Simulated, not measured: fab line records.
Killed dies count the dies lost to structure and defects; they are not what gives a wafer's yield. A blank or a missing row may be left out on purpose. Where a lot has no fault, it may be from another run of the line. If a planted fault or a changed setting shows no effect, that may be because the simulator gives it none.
fab line records	flow nandHarc	part 1 of 2: steps 1 to 24 of 33
record: lots: 5	wafers: 15	lastDay: 21
route steps=1159 shown P_M0@275 P_M1@285
lots with no fault: from the same line, run without faults
startH: the number of hours between the record's first day and the start of the first shown wafer of the lot	waitH: how many hours have passed since the lot's step before this one	" as in the row above	L1.1+2: a single row standing in for several wafers	- no value, or no start given	* or withheld: withheld	< > ~ a bound
route shown NAME@n: names a module that has steps shown in the file, with the first one's number in the route	usual: mean and standard deviation over wafers with no fault	same: alike in all rows	chamber/n: place in a boat	sites: per-site readings	_std_site: the values' standard deviation	_edge_site: outer sites' mean less inner sites'	radiusMm: for every site, how far away it sits from the centre of the wafer	mask NAME#n: copy n	behind: the most recent tool/chamber to have shaped the wafer	hold: the reason the lot was held/the length of the hold in hours/how it ended	device: which transistor (n, p or np) failed to switch	end of line: the same wafers' tests at the end of the route	a step given without rows: its recipe and nothing more	killed: the dies lost at the first sort to structure and to defects; this is not the yield of the wafer	map: per-die view of a wafer (x killed, . not killed, _ where there is no die)
set.NAME: the setting that was run; set.NAME@STEP: the one run at that earlier step	model.NAME: the simulator's own value behind a step, which no gauge read
lots at selected steps of the route; one table per step, one row per wafer
services: a tool's chamber out of use, with start hour (startH, from the record's first day; less than 0 if before it), hours out, and reason
== steps ==
step: NHARC_P_M0_PVD_21
recipe: targetThkA: 300	chamberPressurePa: 5	powerW: 5000	substrateTempC: 30	timeS: 20.49	material: Cu
usual: throttleValvePct: 29.6/0.86
same: timeS: 20.49
lot.wafer	tool	chamber	startH	waitH	throttleValvePct
L076.4	pvdSputter-02	-	-	-	30.7
L076.3	"	-	"	"	29.6
L076.5	"	-	"	"	30.7
L078.2	pvdSputter-03	-	-	-	30.5
L078.1	"	-	"	"	29.7
L078.4	"	-	"	"	29.5
L080.1	pvdSputter-01	-	-	-	30.2
L080.5	"	-	"	"	29.9
L080.6	"	-	"	"	30.1
L082.4	pvdSputter-03	-	-	-	30.4
L082.3	"	-	"	"	29.6
L082.1	"	-	"	"	29.7
L083.1	pvdSputter-03	-	-	-	30.2
L083.6	"	-	"	"	29.5
L083.5	"	-	"	"	29.8
step: NHARC_P_M0_ECD_22
recipe: targetThkA: 4000	bathTempC: 25	material: Cu
lot.wafer	tool	chamber	startH	waitH
L076.4+3+5	ecdCu-02	1,0,0	126.13	-
L078.2+1+4	ecdCu-02	0,1,1	143.77	-
L080.1+6+5	ecdCu-02	1,1,0	154.83	-
L082.1+3+4	ecdCu-02	0,1,0	164.17	-
L083.1+5+6	ecdCu-01	1,1,0	175.92	-
step: NHARC_P_M0_ANNEAL_30
recipe: tempC: 225	timeS: 90
usual: wafer_temp_C_max: 225.90/0.28
same: timeS: 90
lot.wafer	tool	chamber	startH	waitH	wafer_temp_C_max
L076.3	rtpAnneal-02	0	126.51	0.3	226.31
L076.4	"	0	"	"	226.66
L076.5	"	0	"	"	226.16
L078.1	rtpAnneal-02	0	144.15	0.3	225.88
L078.2	"	0	"	"	226.06
L078.4	"	0	"	"	226.09
L080.1	rtpAnneal-02	0	155.20	-	225.53
L080.5	"	0	"	"	226.00
L080.6	"	0	"	"	225.85
L082.1	rtpAnneal-01	0	164.52	-	225.73
L082.3	"	0	"	"	225.92
L082.4	"	0	"	"	225.47
L083.1	rtpAnneal-02	0	176.30	0.3	225.99
L083.5	"	0	"	"	225.62
L083.6	"	0	"	"	225.66
step: NHARC_P_M0_CMP_23
recipe: tOverpolishS: 20	targetThkNm: 117.53
usual: motorCurrentA: 11.4/1.5	slurryFlowMlMin: 150.0/0.46	timeToEndpointS: 27/3.1
lot.wafer	tool	chamber	startH	waitH	motorCurrentA	slurryFlowMlMin	timeToEndpointS
L076.3	cmp-03	3	126.75	-	11.9	149.4	22
L076.4	"	1	"	"	12.0	150.5	20
L076.5	"	3	"	"	12.1	150.4	23
L078.1	cmp-01	3	144.49	-	8.9	150.8	30
L078.2	"	1	"	"	14.0	149.4	26
L078.4	"	2	"	"	12.2	150.0	31
L080.1	cmp-04	0	155.61	-	11.8	149.4	24
L080.6	"	2	"	"	11.0	150.0	29
L080.5	"	3	"	"	9.9	149.6	26
L082.4	cmp-01	3	164.87	-	9.9	149.8	24
L082.3	"	0	"	"	10.1	149.7	25
L082.1	"	1	"	"	14.5	150.1	25
L083.1	cmp-04	2	176.73	-	11.5	149.2	33
L083.6	"	3	"	"	9.7	149.7	26
L083.5	"	0	"	"	12.5	149.6	28
step: NHARC_P_M0_THK_MEAS_24
recipe: thkMeasGauge: xrf
usual: thkNm: 117.2/1.7
lot.wafer	tool	chamber	startH	waitH	thkNm
L076.3	filmMetro-01	-	127.07	-	114.4
L076.4	"	-	"	"	115.8
L076.5	"	-	"	"	114.4
L078.1	filmMetro-02	-	144.81	-	116.2
L078.2	"	-	"	"	117.1
L078.4	"	-	"	"	118.9
L080.1	filmMetro-01	-	155.87	-	118.3
L080.5	"	-	"	"	118.1
L080.6	"	-	"	"	116.4
L082.1	filmMetro-01	-	165.18	-	116.7
L082.3	"	-	"	"	117.7
L082.4	"	-	"	"	115.6
L083.1	filmMetro-02	-	176.95	-	116.8
L083.5	"	-	"	"	116.4
L083.6	"	-	"	"	117.1
step: NHARC_P_M0_SRD_25
lot.wafer	tool	chamber	startH	waitH
L076.3+5+4	wetBench-08	2,4,5	127.11	0.0
L078.4+2+1	wetBench-10	5,7,0	144.86	0.0
L080.6+1+5	wetBench-10	1,2,5	155.91	0.0
L082.3+1+4	wetBench-10	2,3,6	165.23	0.0
L083.5+6+1	wetBench-10	2,3,5	177.00	0.0
step: NHARC_P_M0_INSPECT_27
usual: rawDefectCount: 312/140
lot.wafer	tool	chamber	startH	waitH	rawDefectCount
L076.3	defectInspect-02	-	127.22	0.0	178
L076.4	"	-	"	"	272
L076.5	"	-	"	"	324
L078.1	defectInspect-01	-	144.96	0.0	281
L078.2	"	-	"	"	207
L078.4	"	-	"	"	308
L080.1	defectInspect-02	-	156.02	0.0	255
L080.5	"	-	"	"	414
L080.6	"	-	"	"	303
L082.1	defectInspect-01	-	165.35	0.0	465
L082.3	"	-	"	"	465
L082.4	"	-	"	"	472
L083.1	defectInspect-02	-	177.11	0.0	193
L083.5	"	-	"	"	198
L083.6	"	-	"	"	163
step: NHARC_P_M0_PRE_CLEAN_31
recipe: timeS: 12	tempC: 370	rfPowerW: 300	gas: NH3
usual: heaterPowerW: 671/50
same: timeS: 12
lot.wafer	tool	chamber	startH	waitH	heaterPowerW
L076.3	pecvd-02	0	127.74	0.5	685
L076.5	"	1	"	"	661
L076.4	"	0	"	"	693
L078.1	pecvd-02	0	145.03	0.1	653
L078.2	"	2	"	"	760
L078.4	"	0	"	"	639
L080.1	pecvd-03	0	156.11	0.1	593
L080.6	"	2	"	"	630
L080.5	"	0	"	"	593
L082.1	pecvd-04	1	165.42	0.1	735
L082.3	"	0	"	"	680
L082.4	"	2	"	"	588
L083.1	pecvd-03	1	177.20	0.1	692
L083.6	"	2	"	"	596
L083.5	"	1	"	"	671
step: NHARC_P_M0_DEP_32
recipe: targetThkA: 300	tempC: 370	targetThkNm: 30	pressureTorr: 3	flowSccm: 200	rfW: 450	material: SiCN
usual: chamberPressureTorr: 2.999/0.0059	heaterPowerW: 623/47	showerheadVppV: 1310/78
lot.wafer	tool	chamber	startH	waitH	chamberPressureTorr	heaterPowerW	showerheadVppV
L076.3	pecvd-02	0	127.88	0.1	3.000	574	1317
L076.5	"	1	"	"	3.005	630	1234
L076.4	"	0	"	"	2.993	579	1324
L078.1	pecvd-02	0	145.11	0.1	3.000	660	1319
L078.2	"	2	"	"	2.989	620	1298
L078.4	"	0	"	"	2.997	680	1319
L080.1	pecvd-03	0	156.22	0.1	2.990	609	1384
L080.6	"	2	"	"	3.000	647	1382
L080.5	"	0	"	"	2.999	611	1390
L082.1	pecvd-04	1	165.50	0.1	3.005	638	1288
L082.3	"	0	"	"	2.997	581	1357
L082.4	"	2	"	"	3.004	552	1404
L083.1	pecvd-03	1	177.36	0.1	2.991	635	1181
L083.6	"	2	"	"	3.003	605	1371
L083.5	"	1	"	"	2.996	509	1156
step: NHARC_P_M1_DEP_00
recipe: targetThkA: 1825	targetThkNm: 182.5	tempC: withheld	pressureTorr: 5	flowSccm: 200	rfW: 600	material: SiOC
usual: chamberPressureTorr: 5.000/0.01	showerheadVppV: 1523/97
lot.wafer	tool	chamber	startH	waitH	chamberPressureTorr	showerheadVppV
L076.3	pecvd-04	1	128.33	-	4.975	1492
L076.5	"	0	"	"	4.992	1580
L076.4	"	1	"	"	4.990	1489
L078.2	pecvd-03	2	145.52	-	4.999	1601
L078.1	"	1	"	"	5.007	1340
L078.4	"	0	"	"	4.997	1615
L080.1	pecvd-04	0	156.61	-	5.006	1622
L080.6	"	2	"	"	5.008	1609
L080.5	"	0	"	"	5.011	1583
L082.1	pecvd-04	2	-	-	4.988	1661
L082.3	"	1	"	"	4.992	1496
L082.4	"	1	"	"	5.004	1497
L083.1	pecvd-02	1	177.88	0.5	5.000	1421
L083.5	"	0	"	"	4.994	1529
L083.6	"	2	"	"	4.989	1474
step: NHARC_P_M1_DEHYDRATE_01
recipe: tempC: 150	timeS: 120
usual: chillPlateTempC: 23.01/0.11
same: timeS: 120
lot.wafer	tool	chamber	startH	waitH	chillPlateTempC
L076.3	lithoTrack-06	0	128.67	-	22.80
L076.4	"	0	"	"	22.84
L076.5	"	0	"	"	22.78
L078.1	lithoTrack-01	0	145.93	-	22.98
L078.2	"	0	"	"	23.07
L078.4	"	0	"	"	22.92
L080.1	lithoTrack-06	0	156.97	-	22.98
L080.5	"	0	"	"	22.96
L080.6	"	0	"	"	23.01
L082.1	lithoTrack-04	0	166.29	-	22.92
L082.3	"	0	"	"	23.15
L082.4	"	0	"	"	22.91
L083.1	lithoTrack-04	0	178.24	-	22.94
L083.5	"	0	"	"	22.90
L083.6	"	0	"	"	22.94
step: NHARC_P_M1_HMDS_02
recipe: timeS: 30
usual: chillPlateTempC: 23.01/0.1
same: timeS: 30
lot.wafer	tool	chamber	startH	waitH	chillPlateTempC
L076.3	lithoTrack-06	0	-	-	22.86
L076.4	"	0	"	"	23.06
L076.5	"	0	"	"	23.16
L078.1	lithoTrack-01	0	-	-	22.90
L078.2	"	0	"	"	23.00
L078.4	"	0	"	"	22.99
L080.1	lithoTrack-06	0	-	-	22.99
L080.5	"	0	"	"	23.00
L080.6	"	0	"	"	22.97
L082.1	lithoTrack-04	0	-	-	22.86
L082.3	"	0	"	"	23.09
L082.4	"	0	"	"	22.86
L083.1	lithoTrack-04	0	-	-	22.99
L083.5	"	0	"	"	22.77
L083.6	"	0	"	"	22.90
step: NHARC_P_M1_COAT_34
recipe: tempC: 200	timeS: 65
usual: chillPlateTempC: 23.01/0.097
same: timeS: 65
lot.wafer	tool	chamber	startH	waitH	chillPlateTempC
L076.3	lithoTrack-06	0	-	-	23.18
L076.4	"	0	"	"	22.99
L076.5	"	0	"	"	22.90
L078.1	lithoTrack-01	0	-	-	22.99
L078.2	"	0	"	"	22.90
L078.4	"	0	"	"	22.98
L080.1	lithoTrack-06	0	-	-	22.99
L080.5	"	0	"	"	23.06
L080.6	"	0	"	"	23.00
L082.1	lithoTrack-04	0	-	-	23.06
L082.3	"	0	"	"	23.09
L082.4	"	0	"	"	23.09
L083.1	lithoTrack-04	0	-	-	22.97
L083.5	"	0	"	"	22.78
L083.6	"	0	"	"	23.03
step: NHARC_P_M1_COAT_03
recipe: spinRpm: 1500	resistThkNm: 90
usual: chillPlateTempC: 22.98/0.1
lot.wafer	tool	chamber	startH	waitH	chillPlateTempC
L076.3	lithoTrack-06	0	-	-	22.96
L076.4	"	0	"	"	23.01
L076.5	"	0	"	"	22.94
L078.1	lithoTrack-01	0	-	-	22.93
L078.2	"	0	"	"	22.86
L078.4	"	0	"	"	22.97
L080.1	lithoTrack-06	0	-	-	22.73
L080.5	"	0	"	"	22.95
L080.6	"	0	"	"	22.92
L082.1	lithoTrack-04	0	-	-	23.03
L082.3	"	0	"	"	23.10
L082.4	"	0	"	"	22.96
L083.1	lithoTrack-04	0	-	-	23.12
L083.5	"	0	"	"	23.04
L083.6	"	0	"	"	23.00
step: NHARC_P_M1_SOFTBAKE_04
recipe: tempC: 105	timeS: 55
usual: chillPlateTempC: 23.00/0.096
same: timeS: 55
lot.wafer	tool	chamber	startH	waitH	chillPlateTempC
L076.3	lithoTrack-06	0	-	-	23.17
L076.4	"	0	"	"	23.04
L076.5	"	0	"	"	23.22
L078.1	lithoTrack-01	0	-	-	23.04
L078.2	"	0	"	"	22.96
L078.4	"	0	"	"	23.01
L080.1	lithoTrack-06	0	-	-	22.94
L080.5	"	0	"	"	23.00
L080.6	"	0	"	"	23.08
L082.1	lithoTrack-04	0	-	-	23.07
L082.3	"	0	"	"	23.08
L082.4	"	0	"	"	22.83
L083.1	lithoTrack-04	0	-	-	22.87
L083.5	"	0	"	"	22.95
L083.6	"	0	"	"	23.03
step: NHARC_P_M1_EBR_05
usual: chillPlateTempC: 23.01/0.12
lot.wafer	tool	chamber	startH	waitH	chillPlateTempC
L076.3	lithoTrack-06	0	-	-	23.18
L076.4	"	0	"	"	23.18
L076.5	"	0	"	"	23.05
L078.1	lithoTrack-01	0	-	-	23.09
L078.2	"	0	"	"	23.15
L078.4	"	0	"	"	23.05
L080.1	lithoTrack-06	0	-	-	23.26
L080.5	"	0	"	"	23.09
L080.6	"	0	"	"	23.25
L082.1	lithoTrack-04	0	-	-	23.07
L082.3	"	0	"	"	22.92
L082.4	"	0	"	"	23.11
L083.1	lithoTrack-04	0	-	-	23.21
L083.5	"	0	"	"	22.96
L083.6	"	0	"	"	22.90
step: NHARC_P_M1_EXPOSE_06
recipe: na: 1.35	targetCdNm: 130	doseMj: 81.88	maskId: P_M1
usual: focusOffsetNm: 0.0/0.52
lot.wafer	tool	chamber	startH	waitH	mask	focusOffsetNm
L076.3	arfiScanner-03	0	128.84	-	P_M1#0	-0.5
L076.4	"	0	"	"	P_M1#0	-0.2
L076.5	"	0	"	"	P_M1#0	-0.1
L078.1	arfiScanner-03	0	146.09	-	P_M1#0	-0.2
L078.2	"	0	"	"	P_M1#0	-0.5
L078.4	"	0	"	"	P_M1#0	0.5
L080.1	arfiScanner-02	0	157.13	-	P_M1#0	-1.1
L080.5	"	0	"	"	P_M1#0	-0.5
L080.6	"	0	"	"	P_M1#0	-0.3
L082.1	arfiScanner-01	0	166.59	-	P_M1#0	0.1
L082.3	"	0	"	"	P_M1#0	-0.1
L082.4	"	0	"	"	P_M1#0	0.2
L083.1	arfiScanner-01	0	178.40	-	P_M1#0	-0.7
L083.5	"	0	"	"	P_M1#0	0.0
L083.6	"	0	"	"	P_M1#0	-0.4
step: NHARC_P_M1_PEB_07
recipe: pebTempC: 100	pebTimeS: 65
usual: chillPlateTempC: 23.04/0.1
lot.wafer	tool	chamber	startH	waitH	chillPlateTempC
L076.3	lithoTrack-04	0	128.90	0.0	23.03
L076.4	"	0	"	"	23.03
L076.5	"	0	"	"	23.04
L078.1	lithoTrack-06	0	146.15	0.1	23.18
L078.2	"	0	"	"	22.92
L078.4	"	0	"	"	23.19
L080.1	lithoTrack-04	0	157.20	0.1	22.98
L080.5	"	0	"	"	23.15
L080.6	"	0	"	"	23.12
L082.1	lithoTrack-06	0	166.65	0.1	22.88
L082.3	"	0	"	"	22.82
L082.4	"	0	"	"	23.07
L083.1	lithoTrack-06	0	178.46	0.1	23.18
L083.5	"	0	"	"	23.23
L083.6	"	0	"	"	23.15
step: NHARC_P_M1_DEVELOP_08
recipe: developTimeS: 35	devTempC: 23
usual: chillPlateTempC: 23.00/0.11
lot.wafer	tool	chamber	startH	waitH	chillPlateTempC
L076.3	lithoTrack-04	0	-	-	23.11
L076.4	"	0	"	"	22.98
L076.5	"	0	"	"	23.18
L078.1	lithoTrack-06	0	-	-	22.83
L078.2	"	0	"	"	22.87
L078.4	"	0	"	"	23.01
L080.1	lithoTrack-04	0	-	-	23.23
L080.5	"	0	"	"	23.00
L080.6	"	0	"	"	23.08
L082.1	lithoTrack-06	0	-	-	22.82
L082.3	"	0	"	"	22.94
L082.4	"	0	"	"	22.92
L083.1	lithoTrack-06	0	-	-	22.88
L083.5	"	0	"	"	22.95
L083.6	"	0	"	"	22.93
step: NHARC_P_M1_CD_MEAS_09
recipe: targetCdNm: 130	landingEnergyEv: 500
usual: cdNm: 130.0/0.66
lot.wafer	tool	chamber	startH	waitH	cdNm
L076.3	cdSem-03	0	128.98	-	130.4
L076.4	"	0	"	"	129.6
L076.5	"	0	"	"	130.4
L078.1	cdSem-03	0	146.23	-	128.9
L078.2	"	0	"	"	129.3
L078.4	"	0	"	"	129.8
L080.1	cdSem-01	0	157.27	-	129.1
L080.5	"	0	"	"	130.1
L080.6	"	0	"	"	128.8
L082.1	cdSem-01	0	166.73	-	130.7
L082.3	"	0	"	"	131.4
L082.4	"	0	"	"	131.4
L083.1	cdSem-01	0	178.54	-	130.4
L083.5	"	0	"	"	130.6
L083.6	"	0	"	"	130.7
step: NHARC_P_M1_OVL_MEAS_10
recipe: pitchNm: 260
usual: overlayXNm: 0.0/0.82	overlayYNm: -0.4/0.87
lot.wafer	tool	chamber	startH	waitH	overlayXNm	overlayYNm
L076.3	overlay-01	-	129.06	-	-0.3	0.3
L076.4	"	-	"	"	-0.4	0.5
L076.5	"	-	"	"	-0.8	0.5
L078.1	overlay-01	-	146.32	-	-0.8	-1.4
L078.2	"	-	"	"	-0.9	-0.9
L078.4	"	-	"	"	-0.2	-2.0
L080.1	overlay-02	-	157.36	-	0.2	-0.8
L080.5	"	-	"	"	0.0	-0.9
L080.6	"	-	"	"	0.8	-1.5
L082.1	overlay-02	-	166.81	-	-0.2	-0.7
L082.3	"	-	"	"	-0.3	-1.4
L082.4	"	-	"	"	-0.5	-1.1
L083.1	overlay-02	-	178.63	-	0.4	-0.3
L083.5	"	-	"	"	-0.2	-0.6
L083.6	"	-	"	"	0.0	-0.2
step: NHARC_P_M1_INSPECT_11
usual: rawDefectCount: 4.0/2.2
lot.wafer	tool	chamber	startH	waitH	rawDefectCount
L076.3	defectInspect-01	-	129.10	0.0	5
L076.4	"	-	"	"	3
L076.5	"	-	"	"	2
L078.1	defectInspect-01	-	146.35	0.0	5
L078.2	"	-	"	"	7
L078.4	"	-	"	"	3
L080.1	defectInspect-02	-	157.40	0.0	4
L080.5	"	-	"	"	6
L080.6	"	-	"	"	4
L082.1	defectInspect-02	-	166.85	0.0	5
L082.3	"	-	"	"	4
L082.4	"	-	"	"	5
L083.1	defectInspect-02	-	178.67	0.0	2
L083.5	"	-	"	"	6
L083.6	"	-	"	"	0
step: NHARC_P_M1_DESCUM_14
recipe: timeS: 3	o2FlowSccm: 200	arFlowSccm: 0	biasPowerW: 0	chemistry: O2
usual: drypumpMotorCurrentA: 5.7/0.49	o2FlowSccm: 200.1/0.56	oesProductAu: 1.001/0.012	rfVppV: 57.9/0.88	showerheadPlenumPTorr: 1.96/0.073	throttleValvePct: 11.313/0.0094
same: timeS: 3
lot.wafer	tool	chamber	startH	waitH	drypumpMotorCurrentA	o2FlowSccm	oesProductAu	rfHoursCounterH	rfVppV	showerheadPlenumPTorr	throttleValvePct
L076.3	rieDiel-02	2	129.16	0.1	6.4	199.5	1.013	3	57.2	1.94	11.312
L076.4	"	0	"	"	4.8	200.7	0.995	3	56.8	1.80	11.307
L076.5	"	3	"	"	6.3	199.4	0.986	-	58.6	2.02	11.315
L078.1	rieDiel-02	0	146.42	0.1	4.8	199.4	0.991	4	57.8	1.81	11.300
L078.2	"	2	"	"	6.4	199.9	1.012	4	58.5	1.94	11.314
L078.4	"	0	"	"	4.8	200.1	0.986	-	55.9	1.80	11.302
L080.1	rieDiel-05	3	157.46	0.1	6.2	200.7	1.017	12	59.3	2.03	11.315
L080.6	"	3	"	"	6.2	200.2	1.002	-	58.1	2.03	11.319
L080.5	"	0	"	"	5.6	200.5	0.998	-	57.4	2.07	11.319
L082.3	rieDiel-02	2	166.92	0.1	6.5	200.7	1.014	0	58.4	1.94	11.289
L082.4	"	3	"	"	6.3	200.7	1.019	0	57.7	2.02	11.298
L082.1	"	0	"	"	4.8	199.3	1.000	0	56.9	1.80	11.306
L083.1	rieDiel-02	3	178.74	0.1	6.3	199.1	1.020	0	59.1	2.02	11.327
L083.5	"	2	"	"	6.4	199.1	1.003	-	58.8	1.94	11.325
L083.6	"	3	"	"	6.4	199.4	1.018	-	59.1	2.02	11.315
step: NHARC_P_M1_ETCH_35
recipe: targetDepthA: 400	overetchA: 120	timeS: 43.94	ionEnergyEv: 200	n2FlowSccm: 150	h2FlowSccm: 150	arFlowSccm: 0	rfW: 400	biasW: 150	chemistry: N2/H2
usual: drypumpMotorCurrentA: 5.8/0.49	oesProductAu: 1.001/0.012	rfVppV: 431.9/2.1	showerheadPlenumPTorr: 2.09/0.075	throttleValvePct: 14.170/0.0091
same: timeS: 43.94
lot.wafer	tool	chamber	startH	waitH	drypumpMotorCurrentA	oesProductAu	rfHoursCounterH	rfVppV	showerheadPlenumPTorr	throttleValvePct
L076.4	rieDiel-02	1	129.72	0.5	5.6	0.995	4	430.5	2.08	14.175
L076.3	"	2	"	"	6.4	1.015	3	431.0	2.07	14.181
L076.5	"	0	"	"	4.8	0.992	-	427.2	1.92	14.180
L078.2	rieDiel-02	0	146.53	0.1	4.8	1.006	4	427.2	1.92	14.153
L078.1	"	1	"	"	5.6	0.999	4	432.8	2.08	14.160
L078.4	"	2	"	"	6.4	1.015	-	432.0	2.07	14.177
L080.1	rieDiel-05	2	157.56	0.1	5.5	0.995	11	432.6	2.13	14.154
L080.6	"	0	"	"	5.7	0.991	-	435.9	2.21	14.164
L080.5	"	1	"	"	5.3	1.008	-	430.4	2.04	14.171
L082.3	rieDiel-02	0	167.00	0.1	4.8	0.988	0	427.0	1.92	14.159
L082.4	"	1	"	"	5.6	0.992	0	432.8	2.08	14.161
L082.1	"	2	"	"	6.4	1.016	0	431.5	2.07	14.171
L083.1	rieDiel-02	1	178.83	0.1	5.6	0.992	0	431.5	2.08	14.175
L083.6	"	2	"	"	6.4	1.004	-	430.6	2.07	14.187
L083.5	"	3	"	"	6.3	1.019	-	434.2	2.15	14.165
